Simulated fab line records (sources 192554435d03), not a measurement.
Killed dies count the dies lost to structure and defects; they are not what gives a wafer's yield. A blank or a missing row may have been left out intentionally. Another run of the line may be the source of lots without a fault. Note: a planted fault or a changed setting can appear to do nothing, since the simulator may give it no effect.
2 desks, one fault    flow n5Finfet    every desk sees just its own numbers, and what lay behind them comes last

FOR THE TOOL OWNER'S DESK: aldSin-02
The tool's own readings at N5_MOL_CONTACT_COAG_ALD_131 (deposits SiO2, target thk 5 nm, pulse time 1 s, co reactant pulse time 1 s): means of the sampled wafers that have a number, for each lot that ran on this tool. The brackets show how far a lot's mean lies from the usual mean; more than 4 standard deviations puts the lot out of limits, marked OUT.
Columns: A = heaterPowerW at N5_MOL_CONTACT_COAG_ALD_131, usual 80 W; B = precursorPulseHeightRel at N5_MOL_CONTACT_COAG_ALD_131, usual 1.001
lot   first seen here  A   B
L554  day 5 05:10      82  0.993
L555  day 5 07:49      79  1.000
L560  day 6 10:57      83  0.999
L565  day 7 23:44      86  1.008
L567  day 8 07:40      77  1.010
This desk's verdict: no lot among the 5 shows anything out of limits.

METROLOGY DESK
What the gauges read, lot by lot, whatever tool the lot ran on: means of the sampled wafers that have a number. The brackets show how far a lot's mean lies from the usual mean; more than 4 standard deviations puts the lot out of limits, marked OUT. Only the readings that lie furthest out on some lot appear, 7 of the 11 it has.
Columns: A = VG_OVL at N5_MOL_CONTACT_COAG_OVL_MEAS_85, usual -0.2 nm; B = DIBL_P at N5_BEOL_M4_RC_MEAS_101, usual 36.9 mV/V; C = IOFF_N at N5_BEOL_M4_RC_MEAS_101, usual 0.163 nA/um; D = IOFF_P at N5_BEOL_M4_RC_MEAS_101, usual 0.22 nA/um; E = ION_P at N5_BEOL_M4_RC_MEAS_101, usual 462 uA/um; F = SS_P at N5_BEOL_M4_RC_MEAS_101, usual 73.4 mV/dec; G = VT_P at N5_BEOL_M4_RC_MEAS_101, usual -250 mV
lot   first seen here  A     B     C      D     E    F     G
L554  day 5 04:53      -0.0  35.7  0.153  0.19  457  73.1  -254
L555  day 5 07:36      -0.0  37.3  0.163  0.23  462  73.9  -247
L556  day 5 15:20      -1.8  37.0  0.173  0.27  479  73.6  -245
L558  day 6 01:19      -0.9  35.7  0.163  0.26  469  72.8  -243
L560  day 6 10:37      -0.5  37.2  0.163  0.22  464  74.2  -251
L565  day 7 23:31      -1.1  -     -      -     -    -     -
L567  day 8 07:22      -1.4  36.8  0.174  0.20  454  73.5  -253
L572  day 9 13:17      -0.8  39.5  0.173  0.22  461  73.8  -251
L574  day 10 00:52     0.3   37.2  0.154  0.19  453  73.9  -255
L577  day 10 19:50     0.6   36.2  0.193  0.26  462  74.2  -246
This desk's verdict: no lot among the 10 shows anything out of limits.

TAKEN TOGETHER
Nothing out of limits was seen by the tool owner's desk.
From the metrology desk's view, nothing was out of limits.

WHAT HAD BEEN PUT IN BY THE SIMULATOR
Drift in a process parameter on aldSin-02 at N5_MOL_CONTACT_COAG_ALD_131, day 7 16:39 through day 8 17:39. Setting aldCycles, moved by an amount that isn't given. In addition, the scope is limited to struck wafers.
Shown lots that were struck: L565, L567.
